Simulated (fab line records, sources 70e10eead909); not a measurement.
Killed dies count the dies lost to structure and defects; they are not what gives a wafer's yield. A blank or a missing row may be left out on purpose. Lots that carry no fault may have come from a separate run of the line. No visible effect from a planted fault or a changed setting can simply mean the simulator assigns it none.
A lot that was struck, set against a sound lot    flow nand harc    14 out of 1159 route steps
Sound: the wafers L670.3, L670.5, L670.6. Wafers L665.2, L665.3, L665.5 were the ones struck. Last of all comes the cause.
For every step that has rows: the tool of each side, followed by ch and its chambers, followed by its first start. Under that, the readings that differ: sound wafers    struck wafers    difference of the means    sigmas: that difference in standard deviations of wafers without a fault.
alike: a reading whose means differ by less than 2 such deviations, as well as words and numbers matching on both sides. not compared: withheld readings; readings where some wafer has no value; bounds like >300 that might hide an equal value; numbers whose values overlap and for which the record gives no deviation.
The two part at a step that has a row with sigmas, a row that says differs or no value, or rows on one side only. Numbers that have no deviation but don't overlap get no sigmas and don't part them. A reading that every wafer of one side lacks parts them only if that side has two wafers or more.

NHARC_A_M1_OVL_MEAS_10: pitch 240 nm.
  sound: overlay-02 at day 20 00:48; struck: overlay-02 at day 18 09:05
  alike: overlay x nm, overlay y nm
NHARC_A_M1_INSPECT_11:
  sound: defect inspect-01 at day 20 00:50; struck: defect inspect-01 at day 18 09:07
  alike: raw defect count
NHARC_A_M1_DESCUM_14: chemistry O2, time 3 s.
  sound on rie diel-06 ch 0,1, day 20 00:55; struck on rie diel-12 ch 1,2, day 18 09:11
  alike: drypump motor current A, oes product au, rf vpp V, showerhead plenum p Torr, throttle valve pct
  not compared: rf hours counter h
then, 1 step without rows for these wafers: NHARC_A_M1_ETCH_35 (etches the open film in N2/H2, target depth 40 nm, overetch 12 nm, time 43.94 s).
NHARC_A_M1_ETCH_15: etches the open film in C4F8/Ar, target depth 182.5 nm, time 91.2 s.
  sound: rie diel-06 ch 1,2; struck: rie diel-12 ch 2,3
  alike: oes product au, rf fwd power W, rf vpp V
  not compared: rf hours counter h
NHARC_A_M1_CD_MEAS_16:
  sound: cd sem-02 at day 20 01:13; struck: cd sem-01 at day 18 09:29
  alike: cd nm
NHARC_A_M1_STRIP_18: strips in N2/H2.
  sound on rie diel-12 ch 2,3, day 20 01:17; struck on rie diel-12 ch 0,1,3, day 18 09:35
  alike: drypump motor current A, oes product au, rf fwd power W, rf vpp V, showerhead plenum p Torr, throttle valve pct
  not compared: rf hours counter h
NHARC_A_M1_ETCH_28: etches the open film in CF4/N2, target depth 30 nm, time 72.99 s.
  sound: rie diel-12 ch 0,1,3; struck: rie diel-12 ch 0,1
  alike: drypump motor current A, oes product au, rf fwd power W, rf vpp V, showerhead plenum p Torr, throttle valve pct
  not compared: rf hours counter h
then, 2 steps without rows for these wafers: NHARC_A_M1_STRIP_19 (strips in post etch residue remover, time 600 s); NHARC_A_M1_DEGAS_29 (time 60 s).
NHARC_A_M1_PRE_CLEAN_30: time 30 s.
  sound on pvd sputter-03; struck on pvd sputter-02
  alike: heater power w
then, 1 step without rows for these wafers: NHARC_A_M1_PVD_20 (deposits TaN, target thk 5 nm, time 8.06 s).
NHARC_A_M1_PVD_21: deposits Cu, target thk 30 nm, time 20.49 s.
  sound: pvd sputter-02 at day 20 02:10; struck: pvd sputter-02 at day 18 10:25
  no value came back on the struck wafers for cathode dc power W (W), chamber pressure pa (Pa), throttle valve pct (%); on the sound wafers cathode dc power W (W) reads 5001.5 5000.9 5001.2
then, 1 step without rows for these wafers: NHARC_A_M1_ECD_22 (material Cu, target thk 400 nm).

== WHERE THEY PART ==
Within this record, at NHARC_A_M1_PVD_21 only.

WHY: what had been put in by the simulator
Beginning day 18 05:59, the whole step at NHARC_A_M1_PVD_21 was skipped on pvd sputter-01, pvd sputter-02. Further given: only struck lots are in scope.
